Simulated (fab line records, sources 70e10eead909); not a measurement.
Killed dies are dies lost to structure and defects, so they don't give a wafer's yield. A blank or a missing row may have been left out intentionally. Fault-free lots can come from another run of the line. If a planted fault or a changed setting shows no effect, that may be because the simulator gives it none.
Matching of chambers    flow nand harc    NHARC_HYBRID_BOND_ACTIVATE_00 on rie diel-05 has 4 sister chambers
The step chemistry N2, time 60 s. 18 wafers are shown with their chamber, then 9 later ones without.

== EACH WAFER AND ITS CHAMBER ==
wafer   chamber  drypump motor current A (A)  oes product au (a.u.)  rf vpp V (V)
L227.1  3        6.3                          1.011                  65.0
L227.3  1        5.9                          1.012                  63.3
L227.6  2        6.1                          0.998                  64.8
L228.2  2        6.2                          1.010                  65.0
L228.3  1        6.0                          1.019                  62.4
L228.5  1        6.0                          1.012                  64.4
L230.3  2        6.1                          1.022                  64.0
L230.5  3        6.4                          1.006                  65.5
L230.6  2        6.2                          1.003                  63.2
L232.1  0        5.8                          0.997                  62.8
L232.5  2        6.2                          1.016                  64.1
L232.6  3        6.4                          1.006                  63.5
L233.4  3        6.4                          1.005                  63.4
L233.5  1        5.9                          1.004                  62.9
L233.6  0        5.8                          0.998                  64.7
L235.2  0        5.8                          1.005                  62.6
L235.3  3        6.4                          0.998                  63.9
L235.4  1        5.9                          1.004                  65.0

SIGNATURES (means of the wafers above)
reading                  chamber 0  chamber 1  chamber 2  chamber 3  scatter within a chamber
drypump motor current A  5.800      5.940      6.160      6.380      0.0478
oes product au           1.00000    1.01020    1.00980    1.00520    0.00686
rf vpp V                 63.367     63.600     64.220     64.260     0.959
Rule: for a wafer and a chamber, the distance is found by dividing, reading by reading, the gap between the wafer's reading and the chamber's mean by the reading's scatter, squaring, summing and taking the root. The wafer belongs to the nearest chamber; if the next one is less than 2 further off, it can't be placed. The scatter is the square root of a quotient: the sum, over the shown wafers, of each reading's squared deviation from its chamber's mean, divided by wafers minus chambers.

== WAFERS WITHOUT THEIR CHAMBER ==
wafer   drypump motor current A (A)  oes product au (a.u.)  rf vpp V (V)
L236.2  5.8                          1.009                  63.3
L236.3  5.9                          1.001                  64.9
L236.4  6.4                          0.996                  63.0
L244.1  6.2                          1.023                  64.6
L244.2  5.9                          1.001                  62.8
L244.6  5.8                          1.005                  63.8
L249.2  6.2                          1.005                  65.1
L249.3  6.3                          0.994                  64.8
L249.6  6.0                          0.993                  64.0

== WHICH CHAMBER EACH WENT THROUGH ==
wafer   from the rows above           in truth
L236.2  can't be placed: 0 or 1       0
L236.3  can't be placed: 1 or 0       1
L236.4  3                             3
L244.1  2                             2
L244.2  can't be placed: 1 or 0       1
L244.6  0                             0
L249.2  2                             2
L249.3  can't be placed: 3 or 2       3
L249.6  can't be placed: 1 or 2 or 0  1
Correctly placed: 4 of 9. Unplaceable from these rows: 5, with the true chamber sitting among the candidates in 5. Wrongly placed: 0.
